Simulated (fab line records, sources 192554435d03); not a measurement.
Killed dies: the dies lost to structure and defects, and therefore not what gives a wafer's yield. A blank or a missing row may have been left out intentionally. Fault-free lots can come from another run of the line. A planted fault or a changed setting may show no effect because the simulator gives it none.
Split-lot study || flow n5-finfet || route with 1938 steps; 7 lots, 21 wafers read

ON THE SPLIT
At N5_MOL_CONTACT_COAG_ETCH_91 (etches SOC in N2/H2, target depth 60 nm, overetch 21 nm, time 101.2 s), the setting source-w was moved away from the recipe's 840 W on 10 of the 21 wafers read, by -6.0% to +9.6%. For the rest of the wafers, this setting stayed at what the recipe calls for.

The split's own step is where the reading is taken.

THE READING
rf-vpp-V, in V, at N5_MOL_CONTACT_COAG_ETCH_91 (etches SOC in N2/H2, target depth 60 nm, overetch 21 nm, time 101.2 s). Typical for fault-free wafers on this fab line: 524.3 V, with standard deviation 2.9 V.

{"wafer": "L081.3", "tool, chamber at the split": "rie-diel-04, 3", "source-w as run, W": 789.8, "against the recipe": "-6.0%", "rf-vpp-V, V": 536.0, "against lot-mates on the recipe": "+11.3"}
{"wafer": "L081.4", "tool, chamber at the split": "rie-diel-04, 1", "source-w as run, W": 840, "against the recipe": "recipe", "rf-vpp-V, V": 523.0, "against lot-mates on the recipe": "-"}
{"wafer": "L081.6", "tool, chamber at the split": "rie-diel-04, 3", "source-w as run, W": 840, "against the recipe": "recipe", "rf-vpp-V, V": 526.4, "against lot-mates on the recipe": "-"}
{"wafer": "L083.2", "tool, chamber at the split": "rie-diel-05, 3", "source-w as run, W": 840, "against the recipe": "recipe", "rf-vpp-V, V": 526.3, "against lot-mates on the recipe": "-"}
{"wafer": "L083.4", "tool, chamber at the split": "rie-diel-05, 0", "source-w as run, W": 840, "against the recipe": "recipe", "rf-vpp-V, V": 526.6, "against lot-mates on the recipe": "-"}
{"wafer": "L083.6", "tool, chamber at the split": "rie-diel-05, 2", "source-w as run, W": 840, "against the recipe": "recipe", "rf-vpp-V, V": 528.2, "against lot-mates on the recipe": "-"}
{"wafer": "L087.2", "tool, chamber at the split": "rie-diel-04, 0", "source-w as run, W": 906.6, "against the recipe": "+7.9%", "rf-vpp-V, V": 515.7, "against lot-mates on the recipe": "no lot-mate on the recipe"}
{"wafer": "L087.5", "tool, chamber at the split": "rie-diel-04, 0", "source-w as run, W": 906.6, "against the recipe": "+7.9%", "rf-vpp-V, V": 516.6, "against lot-mates on the recipe": "no lot-mate on the recipe"}
{"wafer": "L087.6", "tool, chamber at the split": "rie-diel-04, 1", "source-w as run, W": 906.6, "against the recipe": "+7.9%", "rf-vpp-V, V": 510.1, "against lot-mates on the recipe": "no lot-mate on the recipe"}
{"wafer": "L088.1", "tool, chamber at the split": "rie-diel-04, 2", "source-w as run, W": 840, "against the recipe": "recipe", "rf-vpp-V, V": 523.1, "against lot-mates on the recipe": "-"}
{"wafer": "L088.3", "tool, chamber at the split": "rie-diel-04, 1", "source-w as run, W": 840, "against the recipe": "recipe", "rf-vpp-V, V": 521.1, "against lot-mates on the recipe": "-"}
{"wafer": "L088.5", "tool, chamber at the split": "rie-diel-04, 2", "source-w as run, W": 840, "against the recipe": "recipe", "rf-vpp-V, V": 522.7, "against lot-mates on the recipe": "-"}
{"wafer": "L089.1", "tool, chamber at the split": "rie-diel-04, 3", "source-w as run, W": 840, "against the recipe": "recipe", "rf-vpp-V, V": 524.4, "against lot-mates on the recipe": "-"}
{"wafer": "L089.2", "tool, chamber at the split": "rie-diel-04, 2", "source-w as run, W": 920.5, "against the recipe": "+9.6%", "rf-vpp-V, V": 508.3, "against lot-mates on the recipe": -16.1}
{"wafer": "L089.5", "tool, chamber at the split": "rie-diel-04, 2", "source-w as run, W": 920.5, "against the recipe": "+9.6%", "rf-vpp-V, V": 506.7, "against lot-mates on the recipe": -17.7}
{"wafer": "L095.2", "tool, chamber at the split": "rie-diel-04, 0", "source-w as run, W": 908.6, "against the recipe": "+8.2%", "rf-vpp-V, V": 515.7, "against lot-mates on the recipe": -12.7}
{"wafer": "L095.3", "tool, chamber at the split": "rie-diel-04, 1", "source-w as run, W": 908.6, "against the recipe": "+8.2%", "rf-vpp-V, V": 508.8, "against lot-mates on the recipe": -19.6}
{"wafer": "L095.4", "tool, chamber at the split": "rie-diel-04, 0", "source-w as run, W": 840, "against the recipe": "recipe", "rf-vpp-V, V": 528.4, "against lot-mates on the recipe": "-"}
{"wafer": "L097.3", "tool, chamber at the split": "rie-diel-02, 0", "source-w as run, W": 840, "against the recipe": "recipe", "rf-vpp-V, V": 521.6, "against lot-mates on the recipe": "-"}
{"wafer": "L097.5", "tool, chamber at the split": "rie-diel-02, 1", "source-w as run, W": 902.4, "against the recipe": "+7.4%", "rf-vpp-V, V": 514.0, "against lot-mates on the recipe": -7.6}
{"wafer": "L097.6", "tool, chamber at the split": "rie-diel-02, 0", "source-w as run, W": 902.4, "against the recipe": "+7.4%", "rf-vpp-V, V": 508.1, "against lot-mates on the recipe": -13.5}

FIT RESULTS
A straight line over all 21 wafers: rf-vpp-V changes by -1.64 V for each +1% of source-w; r = -0.94; the points scatter about the line by 2.9 V.
The same after taking each lot's own level away (the mean of its wafers on the recipe; 18 wafers): -1.77 V for each +1%; r = -0.97; scatter 2.1 V.
The reading moves by 17 V for the largest change in source-w, on that fit.
The lots' own levels span 521.60 to 528.40 V, that is 2.3 times the standard deviation above.
The two slopes are in agreement: the lot-to-lot level therefore moves the slope only a little.
Check: -17 V against its lot-mates is what the line predicts for one of the wafers moved furthest among these (+9.6%) when that wafer is left out of the fit. It came out at -16.1 V against them.
Tool readings at the split's step, against how far the setting was moved: rf-vpp-V r = -0.94.

THE OTHER SPLITS THESE WAFERS WENT THROUGH
Note: prior to the reading, these wafers also went through further splits. Each is held against what the fit with the lots' levels taken away leaves over:
{"other split on the same wafers": "N5_WELL_APT_COAT_19 spin-rpm", "wafers away from the commonest value": 8, "r with rf-vpp-V (lot level and that fit taken away)": "+0.22"}
{"other split on the same wafers": "N5_PMOS_HMC_CHANNEL_EPI_PEB_07 peb-temp-c", "wafers away from the commonest value": 6, "r with rf-vpp-V (lot level and that fit taken away)": -0.24}
{"other split on the same wafers": "N5_FIN_SAQP_ETCH_65 time-s", "wafers away from the commonest value": 9, "r with rf-vpp-V (lot level and that fit taken away)": "+0.22"}
{"other split on the same wafers": "N5_DUMMY_GATE_COAT_09 spin-rpm", "wafers away from the commonest value": 3, "r with rf-vpp-V (lot level and that fit taken away)": "+0.46"}
{"other split on the same wafers": "N5_HKMG_FIN_COAT_41 spin-rpm", "wafers away from the commonest value": 8, "r with rf-vpp-V (lot level and that fit taken away)": "+0.00"}
{"other split on the same wafers": "N5_HKMG_FIN_ETCH_54 source-w", "wafers away from the commonest value": 2, "r with rf-vpp-V (lot level and that fit taken away)": -0.02}
{"other split on the same wafers": "N5_GATE_CUT_ETCH_56 icp-w", "wafers away from the commonest value": 5, "r with rf-vpp-V (lot level and that fit taken away)": "+0.36"}
{"other split on the same wafers": "N5_GATE_CUT_ALD_22 ald-cycles", "wafers away from the commonest value": 5, "r with rf-vpp-V (lot level and that fit taken away)": -0.19}

FILE'S OWN FIT
rf-vpp-V changes by -1.76 V for each +1% of source-w, r = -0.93.
